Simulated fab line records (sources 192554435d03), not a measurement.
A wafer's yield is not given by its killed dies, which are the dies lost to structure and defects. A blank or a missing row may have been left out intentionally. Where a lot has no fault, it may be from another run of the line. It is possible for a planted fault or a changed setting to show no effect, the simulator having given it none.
Chamber matching || flow n5Finfet || N5_BEOL_M8_ETCH_66 on rieDiel-04 has 4 sister chambers
The step etches SOC in N2/H2, target depth 80 nm, overetch 16 nm, time 120 s. 8 wafers are shown with their chamber, then 9 later ones without.

== EACH WAFER AND ITS CHAMBER ==
{"wafer": "L084.2", "chamber": 1, "throttleValvePct (%)": 17.78, "showerheadPlenumPTorr (Torr)": 2.58}
{"wafer": "L088.2", "chamber": 3, "throttleValvePct (%)": 17.45, "showerheadPlenumPTorr (Torr)": 2.46}
{"wafer": "L094.3", "chamber": 0, "throttleValvePct (%)": 17.46, "showerheadPlenumPTorr (Torr)": 2.47}
{"wafer": "L094.4", "chamber": 3, "throttleValvePct (%)": 17.45, "showerheadPlenumPTorr (Torr)": 2.46}
{"wafer": "L094.5", "chamber": 2, "throttleValvePct (%)": 18.26, "showerheadPlenumPTorr (Torr)": 2.39}
{"wafer": "L090.1", "chamber": 1, "throttleValvePct (%)": 17.78, "showerheadPlenumPTorr (Torr)": 2.57}
{"wafer": "L090.3", "chamber": 2, "throttleValvePct (%)": 18.26, "showerheadPlenumPTorr (Torr)": 2.39}
{"wafer": "L090.6", "chamber": 0, "throttleValvePct (%)": 17.48, "showerheadPlenumPTorr (Torr)": 2.47}

== WAFERS WITHOUT THEIR CHAMBER ==
{"wafer": "L089.3", "throttleValvePct (%)": 17.47, "showerheadPlenumPTorr (Torr)": 2.46}
{"wafer": "L089.5", "throttleValvePct (%)": 17.80, "showerheadPlenumPTorr (Torr)": 2.57}
{"wafer": "L089.6", "throttleValvePct (%)": 17.46, "showerheadPlenumPTorr (Torr)": 2.46}
{"wafer": "L091.1", "throttleValvePct (%)": 17.46, "showerheadPlenumPTorr (Torr)": 2.46}
{"wafer": "L091.2", "throttleValvePct (%)": 17.82, "showerheadPlenumPTorr (Torr)": 2.57}
{"wafer": "L091.3", "throttleValvePct (%)": 17.46, "showerheadPlenumPTorr (Torr)": 2.46}
{"wafer": "L086.3", "throttleValvePct (%)": 17.82, "showerheadPlenumPTorr (Torr)": 2.56}
{"wafer": "L086.4", "throttleValvePct (%)": 17.90, "showerheadPlenumPTorr (Torr)": 2.71}
{"wafer": "L086.5", "throttleValvePct (%)": 17.90, "showerheadPlenumPTorr (Torr)": 2.71}

== THE CHAMBER EACH PASSED THROUGH ==
{"wafer": "L089.3", "from the rows above": "can't be placed: 0 or 3", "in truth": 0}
{"wafer": "L089.5", "from the rows above": 1, "in truth": 1}
{"wafer": "L089.6", "from the rows above": "can't be placed: 3 or 0", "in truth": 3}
{"wafer": "L091.1", "from the rows above": "can't be placed: 3 or 0", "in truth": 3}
{"wafer": "L091.2", "from the rows above": 1, "in truth": 1}
{"wafer": "L091.3", "from the rows above": "can't be placed: 3 or 0", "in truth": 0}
{"wafer": "L086.3", "from the rows above": 1, "in truth": 1}
{"wafer": "L086.4", "from the rows above": 1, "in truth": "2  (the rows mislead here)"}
{"wafer": "L086.5", "from the rows above": 1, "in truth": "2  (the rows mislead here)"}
3 of 9 placed correctly. Can't be placed from these rows: 4 (the true chamber is among the candidates in 4). Placed wrongly: 2.
How it was worked out, from the rows above alone: a wafer's distance from a chamber is the root of the sum, over the readings, of the square of ((its reading less the chamber's mean) divided by the reading's scatter). The wafer belongs to the nearest chamber; if the next one is less than 2 further off, it can't be placed. A chamber's mean is the mean of its shown wafers. The scatter: take each reading less its chamber's mean, square it, sum over the shown wafers, divide by the number of wafers less the number of chambers, and take the root.
